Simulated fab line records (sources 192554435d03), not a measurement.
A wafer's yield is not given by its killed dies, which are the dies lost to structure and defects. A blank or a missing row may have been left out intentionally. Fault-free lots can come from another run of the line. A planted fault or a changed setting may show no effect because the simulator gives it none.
fab line records -- flow n5Finfet
record: lots: 11, wafers: 31, lastDay: 19
route steps=1938 shown BEOL_M7@1297 PASSIVATION@1936
lots with no fault: from the same line, run without faults
startH: start of the lot's first displayed wafer, in hours after the record's first day -- waitH: time in hours since the lot's previous step -- " as in the row above -- L1.1+2: a single row standing in for several wafers -- - value missing, or start not given -- * or withheld: withheld -- < > ~ a bound
route shown NAME@n: a module of which the file shows steps, and the number in the route of the first -- usual: mean and standard deviation over wafers with no fault -- same: alike in all rows -- chamber/n: place in a boat -- sites: readings site by site -- _std_site: the standard deviation of these -- _edge_site: outer sites' mean less inner sites' -- radiusMm: for every site, how far away it sits from the centre of the wafer -- mask NAME#n: copy n -- behind: the most recent tool/chamber to have shaped the wafer -- hold: the reason the lot was held/the length of the hold in hours/how it ended -- device: names the non-switching transistor (n, p or np) -- end of line: at the end of the route, the tests of the same wafers -- step lacking rows: just its recipe -- killed: not the wafer's yield, but the dies lost to structure and defects at the first sort -- map: per-die view of a wafer (x killed, . not killed, _ where there is no die)
set.NAME: setting as actually run; set.NAME@STEP: the setting as run at that earlier step -- model.NAME: the simulator's own value behind a step, which no gauge read
steps of the route over a sample of lots; a table a step, a row a wafer
services: from which hour (startH, from the record's first day; less than 0 if before it) a tool's chamber was out of use, for how many hours, and why
== steps ==
step: N5_BEOL_M7_OVL_MEAS_29
recipe: pointsPerWafer: 522
usual: V6_OVL: 0.0/0.58
same: pointsPerWafer: 522
lot.wafer,tool,chamber,startH,waitH,V6_OVL[nm]
L895.1,overlay-02,0,199.43,0.0,0.6
L895.4,overlay-02,0,199.43,0.0,-0.2
L895.6,overlay-02,0,199.43,0.0,0.9
L896.2,overlay-02,0,216.22,0.0,0.7
L896.3,overlay-02,0,216.22,0.0,0.1
L896.5,overlay-02,0,216.22,0.0,-0.8
L901.3,overlay-01,0,266.02,0.0,-0.4
L901.6,overlay-01,0,266.02,0.0,1.1
L905.4,overlay-02,0,272.29,0.0,0.7
L905.5,overlay-02,0,272.29,0.0,0.0
L905.6,overlay-02,0,272.29,0.0,0.1
L904.3,overlay-02,0,272.65,0.0,-0.1
L904.5,overlay-02,0,272.65,0.0,0.2
L906.2,overlay-02,0,278.89,0.1,0.4
L906.5,overlay-02,0,278.89,0.1,0.7
L906.6,overlay-02,0,278.89,0.1,0.1
L907.2,overlay-01,0,296.73,0.0,-0.1
L907.5,overlay-01,0,296.73,0.0,0.3
L907.6,overlay-01,0,296.73,0.0,0.5
L909.1,overlay-01,0,305.54,0.0,-0.4
L909.2,overlay-01,0,305.54,0.0,0.2
L909.4,overlay-01,0,305.54,0.0,-1.1
L912.2,overlay-01,0,313.58,0.0,-0.7
L912.3,overlay-01,0,313.58,0.0,-0.4
L912.6,overlay-01,0,313.58,0.0,-0.1
L917.1,overlay-02,0,357.21,0.0,-1.0
L917.2,overlay-02,0,357.21,0.0,0.5
L917.4,overlay-02,0,357.21,0.0,0.5
L918.3,overlay-02,0,366.99,0.0,-1.4
L918.4,overlay-02,0,366.99,0.0,-0.1
L918.5,overlay-02,0,366.99,0.0,-0.1
step: N5_BEOL_M7_VIA_ETCH_34
recipe: chemistry: C4F6/O2, target: SiCOH_lowk, targetDepthA: 1255, maskMaterial: SOC, taperDeg: 4, timeS: 50.5, ionEnergyEv: 250, pressureMtorr: 30, sourceW: 345, biasW: 185, Ar_flow_sccm: 300, C4F6_flow_sccm: 10, O2_flow_sccm: 10
usual: drypumpMotorCurrentA: 5.84/0.28, oesProductAu: 0.77/0.093, rfFwdPowerW: 342.0/1.6, rfVppV: 664/9.9, showerheadPlenumPTorr: 2.86/0.088, throttleValvePct: 20.97/0.23
lot.wafer,tool,chamber,startH,waitH,drypumpMotorCurrentA,oesProductAu,rfFwdPowerW,rfHoursCounterH,rfVppV,showerheadPlenumPTorr,throttleValvePct
L895.1,rieDiel-02,1,199.73,0.0,6.33,0.74,342.5,168,681,2.97,20.93
L895.4,rieDiel-02,2,199.73,0.0,5.45,0.72,341.5,196,667,2.97,21.23
L895.6,rieDiel-02,1,199.73,0.0,6.33,0.74,344.2,-,681,2.96,20.92
L896.2,rieDiel-02,3,216.48,0.0,5.82,0.70,342.6,242,679,2.92,21.21
L896.3,rieDiel-02,1,216.48,0.0,6.34,0.73,343.8,172,680,2.96,20.94
L896.5,rieDiel-02,2,216.48,0.0,5.46,0.71,341.7,-,667,2.96,21.22
L901.3,rieDiel-02,2,266.97,0.0,5.45,0.69,343.4,218,669,2.95,21.26
L901.6,rieDiel-02,1,266.97,0.0,6.35,0.73,342.7,-,680,2.95,20.95
L905.4,rieDiel-02,3,272.55,0.0,5.81,1.00,342.5,1,664,2.92,20.85
L905.5,rieDiel-02,1,272.55,0.0,6.31,0.72,342.2,-,680,2.95,20.95
L905.6,rieDiel-02,2,272.55,0.0,5.46,0.69,343.3,-,666,2.95,21.25
L904.3,rieDiel-02,1,272.95,0.0,6.34,0.71,343.3,192,681,2.95,20.95
L904.5,rieDiel-02,3,272.95,0.0,5.80,0.99,342.4,-,665,2.92,20.85
L906.2,rieDiel-01,1,279.31,0.0,6.26,0.70,342.2,213,662,2.94,21.46
L906.5,rieDiel-01,0,279.31,0.0,5.64,0.86,342.1,-,654,2.87,20.59
L906.6,rieDiel-01,3,279.31,0.0,5.58,0.69,342.7,-,661,2.82,20.75
L907.2,rieDiel-02,3,297.31,0.0,5.80,0.96,343.6,8,668,2.92,20.86
L907.5,rieDiel-02,1,297.31,0.0,6.33,0.75,424.5,-,610,2.95,20.98
L907.6,rieDiel-02,2,297.31,0.0,5.46,0.69,342.6,-,666,2.95,21.26
L909.1,rieDiel-02,2,305.81,0.0,5.45,0.68,343.1,228,666,2.95,21.25
L909.2,rieDiel-02,0,305.81,0.0,5.83,0.68,338.8,210,666,2.69,20.93
L909.4,rieDiel-02,1,305.81,0.0,6.36,0.74,426.0,202,611,2.95,20.98
L912.2,rieDiel-01,1,313.89,0.0,6.22,0.71,343.9,219,660,2.94,21.47
L912.3,rieDiel-01,0,313.89,0.0,5.67,0.85,342.4,85,655,2.87,20.61
L912.6,rieDiel-01,0,313.89,0.0,5.64,0.84,342.9,-,654,2.87,20.60
L917.1,rieDiel-06,0,357.49,0.0,5.89,0.81,341.1,76,662,2.77,20.82
L917.2,rieDiel-06,1,357.49,0.0,5.70,0.95,343.2,10,644,2.91,20.82
L917.4,rieDiel-06,3,357.49,0.0,5.88,0.85,342.8,57,660,2.77,21.10
L918.3,rieDiel-01,0,367.44,0.0,5.66,0.82,341.4,101,655,2.86,20.64
L918.4,rieDiel-01,2,367.44,0.0,5.60,0.85,339.9,80,675,2.76,20.87
L918.5,rieDiel-01,0,367.44,0.0,5.69,0.82,340.7,-,655,2.86,20.63
step: N5_BEOL_M7_TRENCH_ETCH_37
recipe: chemistry: C4F6/O2, targetDepthA: 934.78, target: SiCOH_lowk, timeS: 31.2, ionEnergyEv: 250, pressureMtorr: 30, sourceW: 345, biasW: 185, Ar_flow_sccm: 300, C4F6_flow_sccm: 10, O2_flow_sccm: 10
usual: drypumpMotorCurrentA: 5.85/0.28, oesProductAu: 0.77/0.095, rfFwdPowerW: 341.0/2, rfVppV: 664/10, showerheadPlenumPTorr: 2.86/0.087, throttleValvePct: 21.00/0.23
lot.wafer,tool,chamber,startH,waitH,drypumpMotorCurrentA,oesProductAu,rfFwdPowerW,rfHoursCounterH,rfVppV,showerheadPlenumPTorr,throttleValvePct
L895.1,rieDiel-02,1,-,-,6.33,0.74,344.1,168,680,2.97,20.94
L895.4,rieDiel-02,2,-,-,5.45,0.71,341.7,196,668,2.97,21.26
L895.6,rieDiel-02,1,-,-,6.32,0.73,342.7,-,682,2.97,20.95
L896.2,rieDiel-02,3,-,-,5.82,0.69,340.6,242,682,2.92,21.23
L896.3,rieDiel-02,1,-,-,6.33,0.72,342.3,172,680,2.96,20.95
L896.5,rieDiel-02,2,-,-,5.45,0.71,339.7,-,667,2.96,21.28
L901.3,rieDiel-02,2,-,-,5.47,0.69,343.3,218,666,2.96,21.29
L901.6,rieDiel-02,1,-,-,6.34,0.72,341.8,-,680,2.95,21.00
L905.4,rieDiel-02,3,-,-,5.81,1.00,341.9,-,667,2.92,20.90
L905.5,rieDiel-02,2,-,-,5.45,0.70,342.4,-,667,2.95,21.30
L905.6,rieDiel-02,1,-,-,6.34,0.71,342.3,-,680,2.95,20.98
L904.3,rieDiel-02,1,-,-,6.32,0.72,343.6,192,681,2.95,20.99
L904.5,rieDiel-02,3,-,-,5.84,1.00,342.6,-,664,2.92,20.88
L906.2,rieDiel-01,1,-,-,6.24,0.71,342.3,213,661,2.94,21.50
L906.5,rieDiel-01,0,-,-,5.65,0.86,340.9,-,655,2.87,20.62
L906.6,rieDiel-01,3,-,-,5.57,0.69,341.4,-,661,2.82,20.79
L907.2,rieDiel-02,3,-,-,5.79,0.96,342.5,8,665,2.92,20.88
L907.5,rieDiel-02,1,-,-,6.33,0.71,343.5,-,681,2.95,20.98
L907.6,rieDiel-02,2,-,-,5.46,0.70,342.4,-,666,2.95,21.31
L909.1,rieDiel-02,2,-,-,5.45,0.69,342.2,228,666,2.95,21.30
L909.2,rieDiel-02,0,-,-,5.82,0.70,336.5,210,665,2.69,20.96
L909.4,rieDiel-02,1,-,-,6.34,0.72,340.9,202,680,2.95,21.00
L912.2,rieDiel-01,1,-,-,6.28,0.70,343.1,219,661,2.94,21.51
L912.3,rieDiel-01,0,-,-,5.65,0.85,341.1,85,655,2.87,20.63
L912.6,rieDiel-01,0,-,-,5.66,0.84,341.0,-,655,2.87,20.64
L917.1,rieDiel-06,0,-,-,5.85,0.81,340.0,76,662,2.77,20.85
L917.2,rieDiel-06,1,-,-,5.73,0.95,341.4,10,643,2.90,20.87
L917.4,rieDiel-06,3,-,-,5.90,0.84,341.0,57,660,2.77,21.14
L918.3,rieDiel-01,0,-,-,5.69,0.82,341.8,101,655,2.86,20.65
L918.4,rieDiel-01,2,-,-,5.61,0.84,337.8,80,675,2.76,20.90
L918.5,rieDiel-01,0,-,-,5.65,0.82,343.3,-,654,2.86,20.64
step: N5_BEOL_M7_CD_MEAS_35
recipe: targetCdNm: 40, polarity: opening
usual: cdNm: 39.9/0.69
lot.wafer,tool,chamber,startH,waitH,cdNm
L895.1,cdSem-01,-,200.13,0.0,39.9
L895.4,cdSem-01,-,200.13,0.0,39.8
L895.6,cdSem-01,-,200.13,0.0,39.4
L896.2,cdSem-03,-,216.90,0.0,40.9
L896.3,cdSem-03,-,216.90,0.0,39.7
L896.5,cdSem-03,-,216.90,0.0,40.7
L901.3,cdSem-01,-,267.39,0.0,40.5
L901.6,cdSem-01,-,267.39,0.0,40.6
L905.4,cdSem-02,-,273.05,0.0,38.8
L905.5,cdSem-02,-,273.05,0.0,39.0
L905.6,cdSem-02,-,273.05,0.0,39.2
L904.3,cdSem-03,-,273.35,0.0,39.9
L904.5,cdSem-03,-,273.35,0.0,39.5
L906.2,cdSem-03,-,279.71,0.0,41.0
L906.5,cdSem-03,-,279.71,0.0,40.4
L906.6,cdSem-03,-,279.71,0.0,40.7
L907.2,cdSem-03,-,297.72,0.0,38.3
L907.5,cdSem-03,-,297.72,0.0,39.4
L907.6,cdSem-03,-,297.72,0.0,39.8
L909.1,cdSem-01,-,306.22,0.0,40.0
L909.2,cdSem-01,-,306.22,0.0,39.4
L909.4,cdSem-01,-,306.22,0.0,39.3
L912.2,cdSem-01,-,314.39,0.0,39.7
L912.3,cdSem-01,-,314.39,0.0,39.8
L912.6,cdSem-01,-,314.39,0.0,39.2
L917.1,cdSem-02,-,357.89,0.0,40.6
L917.2,cdSem-02,-,357.89,0.0,40.6
L917.4,cdSem-02,-,357.89,0.0,40.4
L918.3,cdSem-02,-,367.84,0.0,41.4
L918.4,cdSem-02,-,367.84,0.0,39.3
L918.5,cdSem-02,-,367.84,0.0,39.2
step: N5_PASSIVATION_PROBE_49
usual: defectLimitedYield: 91.0/1.4, killed_at_M0_to_M3: 36/10, killed_at_M4_up: 15/5, killedAtContacts: 12/6.1, killedAtFrontEnd: 40/13, killedAtOther: 3.8/2.9, killedDies: 106/16, killedOpen: 68/12, killedShort: 35/8.2, sort_bin_5_function: 5.2/0.9, sort_bin_6_memory: 3.4/0.71, sort_bin_8_speed: 0.0/0.46, sortNPass: 1073/17, sortYieldPct: 91.0/1.5
same: grossDies: 1180, killedAtBackSide: 0, sort_bin_4_leakage[%]: 0
lot.wafer,tool,chamber,startH,waitH,defectLimitedYield[%],killed_at_M0_to_M3,killed_at_M4_up,killedAtContacts,killedAtFrontEnd,killedAtOther,killedDies,killedOpen,killedShort,sort_bin_5_function[%],sort_bin_6_memory[%],sort_bin_8_speed[%],sortNPass,sortYieldPct[%]
L912.2,prober-01,-,391.52,0.1,91.9,34,13,9,35,5,96,57,35,4.7,2.8,0,1084,91.9
L912.3,prober-01,-,391.57,0.1,92.3,46,17,9,16,3,91,66,25,4.9,2.5,0,1089,92.3
L912.6,prober-01,-,391.72,0.3,90.8,36,23,7,40,3,109,74,31,5.4,3.4,0,1071,90.8
L907.2,prober-02,-,391.68,0.1,90.6,50,24,7,27,3,111,74,34,5.4,3.8,0,1069,90.6
L907.5,prober-02,-,391.83,0.2,90.6,67,13,2,27,2,111,69,39,5.5,3.7,0,1069,90.6
L907.6,prober-02,-,391.88,0.3,90.8,38,17,13,36,5,109,75,27,4.5,4.2,0,1071,90.8
L909.1,prober-01,-,392.30,0.0,88.1,57,10,10,58,6,141,96,43,6.6,4.8,0,1039,88.1
L909.2,prober-01,-,392.35,0.1,90.8,40,14,7,43,4,108,74,28,5.9,2.4,0,1072,90.8
L909.4,prober-01,-,392.45,0.2,90.9,41,16,10,31,9,107,73,31,5.5,3.2,0,1073,90.9
killed by level:class
L912.2 FIN_SAQP:geometricParticle:open=10 BEOL_M0_SAQP:geometricParticle:short=10 FIN_SAQP:geometricParticle:short=9 MOL_CONTACT_COAG:geometricParticle:open=8 BEOL_M0_SAQP:geometricParticle:open=7 BEOL_M3:geometricParticle:open=7 BEOL_M1:geometricParticle:short=4 BEOL_M2:geometricParticle:open=4
L912.3 BEOL_M3:geometricParticle:open=16 BEOL_M0_SAQP:geometricParticle:open=10 BEOL_M2:geometricParticle:open=8 MOL_CONTACT_COAG:geometricParticle:open=7 BEOL_M0_SAQP:geometricParticle:short=7 FIN_SAQP:geometricParticle:short=5 BEOL_M4:geometricParticle:open=5 FIN_CUT:geometricParticle:open=3
L907.2 BEOL_M1:geometricParticle:open=13 BEOL_M0_SAQP:geometricParticle:open=10 BEOL_M0_SAQP:geometricParticle:short=9 BEOL_M4:geometricParticle:open=6 MOL_CONTACT_COAG:geometricParticle:open=6 BEOL_M2:geometricParticle:open=6 FIN_SAQP:geometricParticle:open=4 STI_FIN_REVEAL:geometricParticle:open=4
L912.6 FIN_SAQP:geometricParticle:short=14 FIN_SAQP:geometricParticle:open=10 STI_FIN_REVEAL:geometricParticle:open=8 BEOL_M0_SAQP:geometricParticle:open=7 BEOL_M0_SAQP:geometricParticle:short=7 BEOL_M3:geometricParticle:open=7 BEOL_M4:geometricParticle:open=7 MOL_CONTACT_COAG:geometricParticle:open=6
L907.5 BEOL_M0_SAQP:geometricParticle:open=15 BEOL_M0_SAQP:geometricParticle:short=14 BEOL_M1:geometricParticle:open=14 STI_FIN_REVEAL:geometricParticle:open=12 BEOL_M1:geometricParticle:short=7 BEOL_M3:geometricParticle:open=5 GATE_CUT:geometricParticle:open=4 BEOL_M2:geometricParticle:open=4
L907.6 STI_FIN_REVEAL:geometricParticle:open=14 BEOL_M0_SAQP:geometricParticle:open=12 MOL_CONTACT_COAG:geometricParticle:open=10 BEOL_M2:geometricParticle:open=8 BEOL_M0_SAQP:geometricParticle:short=6 BEOL_M4:geometricParticle:open=6 HKMG_FIN:areaEtch=6 BEOL_M3:geometricParticle:open=5
L909.1 BEOL_M2:geometricParticle:open=21 STI_FIN_REVEAL:geometricParticle:open=15 FIN_SAQP:geometricParticle:open=11 FIN_SAQP:geometricParticle:short=10 BEOL_M0_SAQP:geometricParticle:open=9 BEOL_M1:geometricParticle:open=9 MOL_CONTACT_COAG:geometricParticle:open=8 GATE_CUT:geometricParticle:short=7
L909.2 BEOL_M2:geometricParticle:open=18 STI_FIN_REVEAL:geometricParticle:open=9 BEOL_M0_SAQP:geometricParticle:open=9 MOL_CONTACT_COAG:geometricParticle:open=7 BEOL_M4:geometricParticle:open=7 GATE_CUT:geometricParticle:short=6 STI_FIN_REVEAL:geometricParticle:short=5 DUMMY_GATE:geometricParticle:open=5
L909.4 MOL_CONTACT_COAG:geometricParticle:open=10 STI_FIN_REVEAL:geometricParticle:open=9 BEOL_M4:geometricParticle:open=9 BEOL_M0_SAQP:geometricParticle:short=8 BEOL_M1:geometricParticle:open=8 BEOL_M3:geometricParticle:open=8 BEOL_M0_SAQP:geometricParticle:open=7 BEOL_M2:geometricParticle:open=6
== services ==
tool,chamber,startH,hours,kind
rieDiel-02,1,176.31,7.1,repair
rieDiel-02,0,177.64,1.8,repair
rieDiel-01,2,193.75,29.0,repair
rieDiel-02,3,245.46,-,clean
rieDiel-02,3,245.46,-,consumableReplace:esc
rieDiel-02,3,245.46,-,consumableReplace:focusRing
rieDiel-02,3,245.46,23.3,scheduledDown
rieDiel-02,3,245.46,23.3,ventCycle
rieDiel-06,-,256.20,0.5,repair
rieDiel-02,2,274.36,2.9,repair
rieDiel-01,1,284.52,11.2,repair
rieDiel-06,1,295.03,8.2,repair
rieDiel-06,1,311.64,-,clean
rieDiel-06,1,311.64,-,consumableReplace:focusRing
rieDiel-06,1,311.64,15.2,scheduledDown
rieDiel-06,1,311.64,15.2,ventCycle
== key ==
firstSign: step: N5_BEOL_M7_VIA_ETCH_34, reading: rfFwdPowerW, direction: up, sigmas: 53, usual: *, struck: *
effect: step: N5_BEOL_M7_VIA_ETCH_34, reading: rfVppV, direction: down, sigmas: 5.4, usual: 664, struck: 611
metAt N5_BEOL_M7_VIA_ETCH_34
struckLots L907,L909
struckWafers L907.5,L909.4
notActingAt N5_BEOL_M7_OVL_MEAS_29,N5_BEOL_M7_TRENCH_ETCH_37,N5_BEOL_M7_CD_MEAS_35
onsetBetween 272.95 297.31
fault: kind: processParameterDrift, tool: rieDiel-02, chamber: 1, onsetH: 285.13, steps: N5_BEOL_M7_VIA_ETCH_34, channel: sourceW, offset: 82.8, shape: step, endH: 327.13, actsIn: theseRecipesOnly, stated: 345
